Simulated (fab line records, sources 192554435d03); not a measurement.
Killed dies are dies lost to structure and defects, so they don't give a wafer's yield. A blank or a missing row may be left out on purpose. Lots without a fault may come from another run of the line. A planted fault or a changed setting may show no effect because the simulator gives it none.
fab line records | flow n5_finfet | part 1 of 2: steps 1 to 25 of 34
record lots=5 wafers=15 last_day=15
route steps=1938 shown BEOL_M8@1380 BEOL_M9@1401
lots that met no fault: from a run of the same line without faults
start_h: hours from the record's first day to the start of the lot's first wafer shown | wait_h: hours since the lot's step before | " the same as in the row above | L1.1+2: a row that stands for several wafers | - no value, or no start given | * or withheld: withheld | < > ~ a bound
route shown NAME@n: a module of which the file shows steps, and the number in the route of the first | usual: mean/standard deviation of fault-free wafers | same: alike in all rows | chamber/n: place in a boat | sites: the reading at each site | _std_site: their standard deviation | _edge_site: outer sites' mean less inner sites' | radius_mm: how far each site lies from the wafer's centre | mask NAME#n: copy n | behind: the tool/chamber that last shaped the wafer | hold: why the lot was held/for how many hours/how that ended | device: the transistor (n, p or np) that didn't switch | end of line: the same wafers' tests at the end of the route | a step without rows: its recipe alone | killed: dies lost to structure and defects at the first sort, not the wafer's yield | map: a wafer's dies, x killed, . not, _ none there
set.NAME: the setting as run; set.NAME@STEP: as run at that earlier step | model.NAME: the simulator's own value behind a step, which no gauge read
lots at some steps of the route; a table a step, a row a wafer
services: from which hour (start_h, from the record's first day; less than 0 if before it) a tool's chamber was out of use, for how many hours, and why
## steps
# step N5_BEOL_M8_OCD_MEAS_38
# usual trench_depth_nm=92.6/2.3
# columns lot.wafer tool chamber start_h wait_h trench_depth_nm
L077.1 ocd-02 - 215.13 - 94.1
L077.3 " - " " 94.7
L077.5 " - " " 93.6
L079.2 ocd-01 - 229.96 - 95.0
L079.4 " - " " 94.3
L079.6 " - " " 92.0
L078.1 ocd-02 - 234.13 - 93.0
L078.2 " - " " 95.0
L078.3 " - " " 89.0
L087.2 ocd-01 - 285.72 - 94.1
L087.3 " - " " 92.0
L087.4 " - " " 93.2
L089.1 ocd-02 - 295.38 - 93.0
L089.3 " - " " 91.1
L089.4 " - " " 96.1
# step N5_BEOL_M8_HM_STRIP_39
# recipe chemistry=peroxide_tin_strip material=TiN target_depth_a=250 temp_c=50 time_s=158
# columns lot.wafer tool chamber start_h wait_h
L077.1+3+5 wet_bench-03 3,4,1 215.16 0.0
L079.2+4+6 wet_bench-02 0,1,7 229.99 0.0
L078.1+2+3 wet_bench-05 5,2,1 234.16 0.0
L087.2+3+4 wet_bench-02 2,4,3 285.75 0.0
L089.1+3+4 wet_bench-05 6,1,4 295.41 0.0
# step N5_BEOL_M8_SRD_40
# recipe time_s=30 temp_c=23 rinse_liquid=diw dry=ipa_marangoni
# columns lot.wafer tool chamber start_h wait_h
L077.1+3+5 wet_bench-03 3,4,1 215.21 0.0
L079.2+4+6 wet_bench-02 0,1,7 230.04 0.0
L078.1+2+3 wet_bench-05 5,2,1 234.21 0.0
L087.2+3+4 wet_bench-02 2,4,3 285.79 0.0
L089.1+3+4 wet_bench-05 6,1,4 295.46 0.0
# step N5_BEOL_M8_PRECLEAN_42
# recipe chemistry=residue_remover time_s=60 temp_c=40
# columns lot.wafer tool chamber start_h wait_h
L077.1+3+5 wet_bench-03 3,4,1 215.22 0.0
L079.2+4+6 wet_bench-02 0,1,7 230.06 0.0
L078.1+2+3 wet_bench-05 5,2,1 234.22 0.0
L087.2+3+4 wet_bench-02 2,4,3 285.81 0.0
L089.1+3+4 wet_bench-05 6,1,4 295.48 0.0
# step N5_BEOL_M8_SRD_43
# recipe time_s=30 temp_c=23 rinse_liquid=diw dry=ipa_marangoni
# columns lot.wafer tool chamber start_h wait_h
L077.1+3+5 wet_bench-03 3,4,1 215.24 0.0
L079.2+4+6 wet_bench-02 0,1,7 230.07 0.0
L078.1+2+3 wet_bench-05 5,2,1 234.24 0.0
L087.2+3+4 wet_bench-02 2,4,3 285.83 0.0
L089.1+3+4 wet_bench-05 6,1,4 295.49 0.0
# step N5_BEOL_M8_CD_MEAS_35
# recipe target_cd_nm=40 polarity=opening
# usual cd_nm=39.6/0.75
# columns lot.wafer tool chamber start_h wait_h cd_nm
L077.1 cd_sem-02 - 215.28 0.0 37.9
L077.3 " - " " 40.0
L077.5 " - " " 39.3
L079.2 cd_sem-02 - 230.11 0.0 39.9
L079.4 " - " " 39.5
L079.6 " - " " 38.9
L078.1 cd_sem-03 - 234.28 0.0 39.7
L078.2 " - " " 39.2
L078.3 " - " " 39.7
L087.2 cd_sem-03 - 285.87 0.0 39.6
L087.3 " - " " 39.0
L087.4 " - " " 39.2
L089.1 cd_sem-02 - 295.53 0.0 38.4
L089.3 " - " " 39.7
L089.4 " - " " 38.9
# step N5_BEOL_M8_CURE_75
# recipe temp_c=370 time_s=120 ambient=DMADMS/He material=SiCOH_lowk
# usual lamp_power_pct=52.31/0.057 wafer_temp_C_max=371.9/0.51
# columns lot.wafer tool chamber start_h wait_h lamp_power_pct wafer_temp_C_max
L077.1 uv_cure-03 0 215.32 0.0 52.36 371.5
L077.3 " 0 " " 52.33 371.9
L077.5 " 0 " " 52.38 372.2
L079.2 uv_cure-01 1 230.25 0.1 52.39 372.1
L079.4 " 1 " " 52.37 371.7
L079.6 " 1 " " 52.27 372.8
L078.1 uv_cure-02 1 234.32 0.0 52.33 371.4
L078.2 " 1 " " 52.31 371.8
L078.3 " 1 " " 52.30 371.7
L087.2 uv_cure-03 0 285.96 0.1 52.34 371.6
L087.3 " 0 " " 52.39 371.2
L087.4 " 0 " " 52.41 371.4
L089.1 uv_cure-03 2 295.57 0.0 52.34 372.3
L089.3 " 2 " " 52.36 373.7
L089.4 " 2 " " 52.42 372.1
# step N5_BEOL_M8_DEGAS_44
# recipe ambient=vacuum temp_c=250 time_s=60
# usual heater_power_w=325/32
# columns lot.wafer tool chamber start_h wait_h heater_power_w
L077.1 pvd_sputter-02 - 217.57 2.1 338
L077.3 " - " " 315
L077.5 " - " " 361
L079.2 pvd_sputter-01 - 232.46 2.1 273
L079.4 " - " " 358
L079.6 " - " " 273
L078.1 pvd_sputter-01 - 234.92 0.5 328
L078.2 " - " " 364
L078.3 " - " " 345
L087.2 pvd_sputter-02 - 286.29 0.3 364
L087.3 " - " " 307
L087.4 " - " " 337
L089.1 pvd_sputter-03 - 295.92 0.3 356
L089.3 " - " " 333
L089.4 " - " " 265
# step N5_BEOL_M8_PRE_CLEAN_45
# recipe gas=H2/He time_s=30 temp_c=250
# usual heater_power_w=325/33
# columns lot.wafer tool chamber start_h wait_h heater_power_w
L077.1 pvd_sputter-02 - 217.61 0.0 343
L077.3 " - " " 316
L077.5 " - " " 369
L079.2 pvd_sputter-01 - 232.50 0.0 269
L079.4 " - " " 358
L079.6 " - " " 269
L078.1 pvd_sputter-01 - 234.96 0.0 329
L078.2 " - " " 357
L078.3 " - " " 339
L087.2 pvd_sputter-02 - 286.33 0.0 366
L087.3 " - " " 304
L087.4 " - " " 334
L089.1 pvd_sputter-03 - 295.96 0.0 363
L089.3 " - " " 338
L089.4 " - " " 266
# step N5_BEOL_M8_ALD_77
# recipe material=TaN target_thk_a=20 temp_c=275 ald_precursor_family=PDMAT ald_co_reactant=NH3 pressure_torr=3 carrier_flow_sccm=1500 pulse_time_s=2 purge_time_s=3 co_reactant_purge_time_s=2 co_reactant_pulse_time_s=3 ald_cycles=40 precursor_vessel_temp_c=75 precursor_vessel_pressure_torr=26.25 precursor_vessel_carrier_sccm=1000
# usual heater_power_w=415/46
# columns lot.wafer tool chamber start_h wait_h heater_power_w
L077.1 ald_metal-03 3 217.67 0.0 436
L077.3 " 2 " " 407
L077.5 " 0 " " 470
L079.2 ald_metal-02 3 232.56 0.0 397
L079.4 " 0 " " 472
L079.6 " 1 " " 329
L078.1 ald_metal-02 3 235.02 0.0 411
L078.2 " 2 " " 438
L078.3 " 1 " " 323
L087.2 ald_metal-02 1 286.45 0.1 335
L087.3 " 0 " " 466
L087.4 " 2 " " 428
L089.1 ald_metal-04 0 296.07 0.1 452
L089.3 " 2 " " 379
L089.4 " 3 " " 463
# step N5_BEOL_M8_SURFACE_TREAT_79
# recipe gas=Ar time_s=* ion_energy_ev=* ion_current_ma_cm2=0.5 pressure_mtorr=* ar_flow_sccm=30
# usual throttle_valve_pct=*
# columns lot.wafer tool chamber start_h wait_h throttle_valve_pct
L077.1 pvd_sputter-03 - 217.96 0.2 *
L077.3 " - " " *
L077.5 " - " " *
L079.2 pvd_sputter-01 - 233.00 0.3 *
L079.4 " - " " *
L079.6 " - " " *
L078.1 pvd_sputter-01 - 235.44 0.3 *
L078.2 " - " " *
L078.3 " - " " *
L087.2 pvd_sputter-01 - 286.73 0.2 *
L087.3 " - " " *
L087.4 " - " " *
L089.1 pvd_sputter-03 - 296.69 0.5 *
L089.3 " - " " *
L089.4 " - " " *
# step N5_BEOL_M8_CVD_78
# recipe material=Co target_thk_a=20 temp_c=withheld precursor=CCTBA/H2 pressure_torr=30 time_s=142.3
# columns lot.wafer tool chamber start_h wait_h
L077.1+3+5 cvd_co-01 2,1,2 218.04 0.1
L079.2+4+6 cvd_co-02 2,0,1 233.06 0.0
L078.1+2+3 cvd_co-01 0,1,2 235.79 0.3
L087.2+3+4 cvd_co-02 2,0,0 286.80 0.0
L089.1+3+4 cvd_co-02 1,2,0 296.98 0.3
# step N5_BEOL_M8_SPUTTER_48
# recipe material=Cu target_thk_a=100 temp_c=-20 bias_v=60 power_w=26000 chamber_pressure_pa=0.13 time_s=1.667
# usual throttle_valve_pct=29.7/0.8
# columns lot.wafer tool chamber start_h wait_h throttle_valve_pct
L077.1 pvd_sputter-03 - 218.15 0.1 30.4
L077.3 " - " " 29.9
L077.5 " - " " 28.9
L079.2 pvd_sputter-01 - 233.26 0.2 30.0
L079.4 " - " " 27.1
L079.6 " - " " 29.9
L078.1 pvd_sputter-03 - 236.60 0.8 30.5
L078.2 " - " " 30.5
L078.3 " - " " 29.6
L087.2 pvd_sputter-03 - 286.91 0.1 29.7
L087.3 " - " " 30.3
L087.4 " - " " 30.4
L089.1 pvd_sputter-03 - 297.27 0.2 29.6
L089.3 " - " " 30.5
L089.4 " - " " 29.1
# step N5_BEOL_M8_ECD_50
# recipe material=Cu target_thk_a=3000
# columns lot.wafer tool chamber start_h wait_h
L077.1+3+5 ecd_cu-02 0 218.27 0.1
L079.2+4+6 ecd_cu-01 0,1,1 233.38 0.1
L078.1+2+3 ecd_cu-01 1,0,1 236.71 0.1
L087.2+3+4 ecd_cu-02 0,0,1 287.03 0.1
L089.1+3+4 ecd_cu-01 1,1,0 297.39 0.1
# step N5_BEOL_M8_ANNEAL_51
# recipe temp_c=225 time_s=90 ambient=N2
# usual anneal_temp_c=224.99/0.17 wafer_temp_C_max=226.1/0.38
# columns lot.wafer tool chamber start_h wait_h anneal_temp_c wafer_temp_C_max
L077.1 rtp_anneal-01 0 218.36 0.1 224.78 226.1
L077.3 " 0 " " 224.83 226.1
L077.5 " 0 " " 225.00 225.9
L079.2 rtp_anneal-02 0 233.57 0.2 224.95 225.9
L079.4 " 0 " " 224.88 225.8
L079.6 " 0 " " 224.92 225.5
L078.1 rtp_anneal-02 0 236.81 0.1 225.30 225.9
L078.2 " 0 " " 225.13 225.6
L078.3 " 0 " " 224.77 225.8
L087.2 rtp_anneal-01 0 287.51 0.5 224.82 226.6
L087.3 " 0 " " 225.15 226.0
L087.4 " 0 " " 225.03 226.1
L089.1 rtp_anneal-01 0 297.55 0.1 225.25 226.3
L089.3 " 0 " " 225.17 226.2
L089.4 " 0 " " 225.29 225.8
# step N5_BEOL_M8_CMP_52
# recipe stop_on=SiCOH_lowk t_overpolish_s=6.9 down_force_psi=1 platen_rpm=50 clearing_platen_down_force_psi=1.5 clearing_platen_rpm=50 post_cmp_clean=cu_alkaline target_thk_nm=80 clearing_platen_pad_velocity_m_s=0.99484 pad_velocity_m_s=0.99484
# usual barrier_field_endpoint_s=29.2/1.1 motor_current_A=6.2/0.56 overpolish_run_s=6.900/0.0084 platen_rpm=50.00/0.034 time_to_endpoint_s=64/5.1
# columns lot.wafer tool chamber start_h wait_h barrier_field_endpoint_s motor_current_A overpolish_run_s platen_rpm time_to_endpoint_s
L077.3 cmp-02 0 218.75 0.3 29.6 6.0 6.894 50.01 69
L077.1 " 1 " " 28.5 6.9 6.898 49.99 62
L077.5 " 3 " " 29.3 5.8 6.909 50.04 65
L079.2 cmp-01 2 233.89 0.3 28.7 6.2 6.898 50.06 60
L079.4 " 3 " " 31.4 6.2 6.893 49.91 73
L079.6 " 0 " " 29.0 6.3 6.911 50.00 61
L078.1 cmp-03 3 237.19 0.3 29.6 5.5 6.889 49.93 68
L078.2 " 0 " " 27.9 7.3 6.897 49.99 58
L078.3 " 2 " " 28.5 6.1 6.887 50.00 61
L087.2 cmp-01 3 287.76 0.2 30.9 5.9 6.892 49.95 73
L087.4 " 1 " " 31.2 5.5 6.894 49.97 71
L087.3 " 2 " " 28.6 6.4 6.895 50.03 63
L089.1 cmp-03 2 297.85 0.3 29.4 6.5 6.901 49.95 63
L089.3 " 3 " " 29.7 5.3 6.899 50.02 66
L089.4 " 0 " " 28.9 7.2 6.903 49.95 57
# step N5_BEOL_M8_THK_MEAS_53
# recipe thk_meas_gauge=xrf reads=Cu_of_BEOL_M8_ECD_50
# usual M8_THK=80.8/2.8
# columns lot.wafer tool chamber start_h wait_h M8_THK[nm]
L077.1 film_metro-02 - 218.97 - 82.0
L077.3 " - " " 85.8
L077.5 " - " " 82.4
L079.2 film_metro-02 - 234.11 - 80.7
L079.4 " - " " 84.3
L079.6 " - " " 77.7
L078.1 film_metro-01 - 237.49 - 82.1
L078.2 " - " " 83.1
L078.3 " - " " 76.8
L087.2 film_metro-02 - 288.05 - 83.6
L087.3 " - " " 79.6
L087.4 " - " " 83.2
L089.1 film_metro-02 - 298.15 - 80.6
L089.3 " - " " 81.1
L089.4 " - " " 83.4
# step N5_BEOL_M8_PRE_CLEAN_55
# recipe gas=NH3 time_s=15 temp_c=withheld rf_power_w=300
# usual rf_fwd_power_W=294.1/1.4
# columns lot.wafer tool chamber start_h wait_h rf_fwd_power_W
L077.1 pecvd-04 2 219.01 0.0 292.3
L077.3 " 1 " " 295.5
L077.5 " 0 " " 293.0
L079.2 pecvd-01 1 234.15 0.0 294.4
L079.4 " 2 " " 295.9
L079.6 " 1 " " 295.4
L078.1 pecvd-03 0 237.53 0.0 296.7
L078.2 " 1 " " 295.5
L078.3 " 0 " " 296.4
L087.2 pecvd-04 2 288.09 0.0 295.3
L087.3 " 1 " " 295.5
L087.4 " 0 " " 291.5
L089.1 pecvd-03 1 298.18 0.0 295.1
L089.3 " 2 " " 291.9
L089.4 " 1 " " 294.5
# step N5_BEOL_M8_DEP_56
# recipe material=SiCN target_thk_a=100 temp_c=withheld precursor=3MS/NH3 pressure_torr=3 rf_w=202 time_s=17.5
# usual rf_fwd_power_W=199.2/0.91 showerhead_plenum_p_Torr=3.663/0.015 throttle_valve_pct=9.2/0.51
# columns lot.wafer tool chamber start_h wait_h rf_fwd_power_W showerhead_plenum_p_Torr throttle_valve_pct
L077.1 pecvd-04 2 219.03 0.0 199.2 3.659 9.8
L077.3 " 1 " " 199.1 3.631 9.5
L077.5 " 0 " " 198.6 3.661 9.0
L079.2 pecvd-01 1 234.17 0.0 199.1 3.655 8.7
L079.4 " 2 " " 199.4 3.686 8.6
L079.6 " 1 " " 199.3 3.659 8.8
L078.1 pecvd-03 0 237.56 0.0 199.5 3.684 9.1
L078.2 " 1 " " 200.1 3.670 9.7
L078.3 " 0 " " 200.9 3.680 9.3
L087.2 pecvd-04 2 288.11 0.0 199.1 3.661 10.2
L087.3 " 1 " " 199.8 3.638 9.5
L087.4 " 0 " " 198.0 3.657 8.9
L089.1 pecvd-03 1 298.21 0.0 198.5 3.681 9.4
L089.3 " 2 " " 197.4 3.662 8.3
L089.4 " 1 " " 198.6 3.676 9.5
# step N5_BEOL_M8_RS_MEAS_57
# recipe thk_meas_gauge=four-point-probe reads=Cu_of_BEOL_M8_ECD_50+Co_of_BEOL_M8_CVD_78+TaN_of_BEOL_M8_ALD_77
# usual M8_RS=0.289/0.012
# columns lot.wafer tool chamber start_h wait_h M8_RS[ohm/sq]
L077.1 film_metro-02 - 219.10 0.1 0.283
L077.3 " - " " 0.268
L077.5 " - " " 0.281
L079.2 film_metro-01 - 234.24 0.1 0.289
L079.4 " - " " 0.273
L079.6 " - " " 0.301
L078.1 film_metro-02 - 237.65 0.1 0.283
L078.2 " - " " 0.279
L078.3 " - " " 0.308
L087.2 film_metro-02 - 288.18 0.1 0.278
L087.3 " - " " 0.291
L087.4 " - " " 0.280
L089.1 film_metro-01 - 298.28 0.1 0.291
L089.3 " - " " 0.290
L089.4 " - " " 0.280
# step N5_BEOL_M8_INSPECT_58
# recipe inspect_instrument=darkfield mode=post_dep
# usual raw_defect_count=70/23
# columns lot.wafer tool chamber start_h wait_h raw_defect_count
L077.1 defect_inspect-01 - 219.13 0.0 75
L077.3 " - " " 64
L077.5 " - " " 105
L079.2 defect_inspect-02 - 234.27 0.0 115
L079.4 " - " " 70
L079.6 " - " " 98
L078.1 defect_inspect-01 - 237.68 0.0 38
L078.2 " - " " 66
L078.3 " - " " 49
L087.2 defect_inspect-02 - 288.21 0.0 58
L087.3 " - " " 78
L087.4 " - " " 79
L089.1 defect_inspect-02 - 298.30 0.0 75
L089.3 " - " " 57
L089.4 " - " " 59
# step N5_BEOL_M9_ILD_DEP_00
# recipe material=SiCOH_lowk target_thk_a=3085.1 temp_c=300 precursor=DEMS/porogen pressure_torr=5 rf_w=500 time_s=58
# usual heater_power_w=292/31 rf_fwd_power_W=496.1/1.7 showerhead_plenum_p_Torr=5.749/0.013 throttle_valve_pct=13.7/0.66
# columns lot.wafer tool chamber start_h wait_h heater_power_w rf_fwd_power_W showerhead_plenum_p_Torr throttle_valve_pct
L077.1 pecvd-01 1 219.16 0.0 279 493.8 5.729 13.6
L077.3 " 0 " " 319 492.6 5.746 13.7
L077.5 " 1 " " 284 493.7 5.730 13.6
L079.2 pecvd-02 0 234.31 0.0 305 497.3 5.755 13.3
L079.4 " 1 " " 291 496.1 5.728 14.5
L079.6 " 0 " " 303 495.6 5.762 12.8
L078.1 pecvd-02 1 237.71 0.0 287 496.5 5.732 14.8
L078.2 " 2 " " 226 498.4 5.764 13.5
L078.3 " 0 " " 267 495.4 5.745 13.0
L087.2 pecvd-02 1 288.25 0.0 302 497.5 5.732 14.4
L087.3 " 2 " " 267 500.2 5.753 13.5
L087.4 " 2 " " 273 497.3 5.756 13.3
L089.1 pecvd-03 0 298.34 0.0 252 495.9 5.762 14.4
L089.3 " 2 " " 326 495.5 5.756 12.4
L089.4 " 0 " " 262 496.1 5.752 14.5
# step N5_BEOL_M9_CURE_71
# recipe temp_c=385 time_s=240 ambient=He/Ar material=SiCOH_lowk
# usual lamp_power_pct=52.31/0.052 wafer_temp_C_max=387.0/0.59
# columns lot.wafer tool chamber start_h wait_h lamp_power_pct wafer_temp_C_max
L077.1 uv_cure-02 0 219.24 0.0 52.27 386.5
L077.3 " 0 " " 52.35 387.1
L077.5 " 0 " " 52.35 386.8
L079.2 uv_cure-01 1 234.54 0.2 52.28 386.9
L079.4 " 1 " " 52.27 386.9
L079.6 " 1 " " 52.31 386.1
L078.1 uv_cure-03 2 238.11 0.4 52.40 388.0
L078.2 " 2 " " 52.35 387.7
L078.3 " 2 " " 52.32 388.2
L087.2 uv_cure-01 0 288.40 0.1 52.36 387.7
L087.3 " 0 " " 52.29 387.3
L087.4 " 0 " " 52.28 387.1
L089.1 uv_cure-01 1 298.42 0.0 52.28 386.5
L089.3 " 1 " " 52.38 387.3
L089.4 " 1 " " 52.33 386.4
# step N5_BEOL_M9_THK_MEAS_01
# recipe reads=SiCOH_lowk_of_BEOL_M9_ILD_DEP_00
# usual M9_ILD_THK=269/4
# columns lot.wafer tool chamber start_h wait_h M9_ILD_THK[nm]
L077.1 film_metro-02 - 219.75 0.4 264
L077.3 " - " " 267
L077.5 " - " " 267
L079.2 film_metro-01 - 235.38 0.7 274
L079.4 " - " " 273
L079.6 " - " " 277
L078.1 film_metro-02 - 238.62 0.4 271
L078.2 " - " " 270
L078.3 " - " " 270
L087.2 film_metro-01 - 288.84 0.4 264
L087.3 " - " " 270
L087.4 " - " " 277
L089.1 film_metro-01 - 298.94 0.4 264
L089.3 " - " " 266
L089.4 " - " " 272
# step N5_BEOL_M9_PECVD_70
# recipe material=SiO2 target_thk_a=200 temp_c=400 precursor=TEOS/O2 pressure_torr=5.5 rf_w=450 teos_flow_sccm=53.8 gas=O2 flow_sccm=3000 time_s=22.7
# usual heater_power_w=678/59 rf_fwd_power_W=444.3/1.7 showerhead_plenum_p_Torr=8.83/0.048 throttle_valve_pct=22.2/0.97
# columns lot.wafer tool chamber start_h wait_h heater_power_w rf_fwd_power_W showerhead_plenum_p_Torr throttle_valve_pct
L077.1 pecvd-03 0 219.79 0.0 621 445.8 8.83 23.4
L077.3 " 1 " " 737 442.9 8.81 23.3
L077.5 " 0 " " 628 445.0 8.86 23.2
L079.2 pecvd-01 0 235.41 0.0 728 444.0 8.79 22.0
L079.4 " 2 " " 629 444.5 8.88 21.5
L079.6 " 0 " " 744 442.4 8.79 22.1
L078.1 pecvd-02 1 238.66 0.0 723 445.8 8.77 23.3
L078.2 " 2 " " 656 447.3 8.86 21.6
L078.3 " 0 " " 725 442.3 8.89 21.0
L087.2 pecvd-01 2 288.87 0.0 717 443.5 8.87 21.9
L087.3 " 1 " " 611 445.0 8.76 21.6
L087.4 " 2 " " 667 444.3 8.84 21.2
L089.1 pecvd-01 2 298.98 0.0 673 444.6 8.88 21.6
L089.3 " 0 " " 738 444.0 8.79 22.4
L089.4 " 1 " " 650 442.3 8.76 21.7
